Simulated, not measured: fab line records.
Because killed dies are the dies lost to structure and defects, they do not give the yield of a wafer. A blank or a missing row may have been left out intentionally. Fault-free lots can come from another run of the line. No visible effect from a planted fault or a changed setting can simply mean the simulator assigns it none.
8D (eight disciplines) problem report, filled in by code ; flow n5Finfet ; the parts of the form that need people (team, actions taken, sign-off) are left out

## 1. THE PROBLEM
Wafers without a fault read 1499.9 rpm, standard deviation 0.95; spinSpeedRpm at N5_BEOL_M3_COAT_05 reads a mean of 1447.0 rpm on 6 wafers belonging to 2 lots. That is -56 standard deviations from the usual mean.
The step: resist thk 30 nm.
Seen first at day 9 13:06 on lithoTrack-05, wafer L510.2. The record has a number at this step for 12 wafers belonging to 4 lots. By rule, "out" or "out of limits" means more than 4 standard deviations away from the usual mean. All remaining wafers that have a number are taken as sound.

## 2. WHAT IT IS, WHAT IT ISN'T
question;is;is not
which readings at this step;spinSpeedRpm;chillPlateTempC
which lots;L509, L510;L503, L512
which wafers of those lots;all that have a number;-
read on which tools;lithoTrack-05;lithoTrack-01
when;from day 9 13:06;"up to then (3 sound wafers); but 3 sound wafers of L512 came after"

## 3. THE SUSPECTS, EACH WITH WHAT RULES IT OUT
Counting: a tool at any process step up to the reading remains a suspect when it ran all the lots that are out and ran no sound lot after the first of those.
- lithoTrack-05 at N5_BEOL_M3_COAT_05 (resist thk 30 nm): kept. It ran every lot that is out, first L510 (day 9 13:06), and no sound lot after that; its last sound lot up to then is L503 (day 8 03:02). Out on those wafers are its own readings of spinSpeedRpm.
After counting, what remains is lithoTrack-05 at N5_BEOL_M3_COAT_05.

## 4. THE CAUSE (what the simulator had put in)
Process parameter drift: lithoTrack-05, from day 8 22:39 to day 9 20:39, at N5_BEOL_M3_COAT_05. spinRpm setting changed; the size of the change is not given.
The count eliminated every tool but this one.

## 5. SEQUENCE OF EFFECTS, ordered by route
Rows list readings where the struck wafers' mean (over those with a number) sits beyond 3 standard deviations from the usual. Only readings whose record carries a usual standard deviation are examined. hours: median over the lots of the time between each lot's start at the first step of this table that gives one and its start at this step. sigmas: the change, counted in usual standard deviations.
hours;step;reading;usual;on struck wafers;change;sigmas
0;N5_BEOL_M3_COAT_05;spinSpeedRpm;1499.9 rpm;1447.0;-52.9;-56
Its process steps:
- N5_BEOL_M3_COAT_05: resist thk 30 nm.
At these later measuring or inspecting steps, every struck wafer for which the step has a row has a number for every such reading, and none has moved that far: N5_BEOL_M4_RC_MEAS_101.

## 6. WHAT WOULD HAVE CAUGHT IT SOONER
The fault began at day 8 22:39; the first out-of-limits reading in this record came at day 9 13:06, 14 hours later.
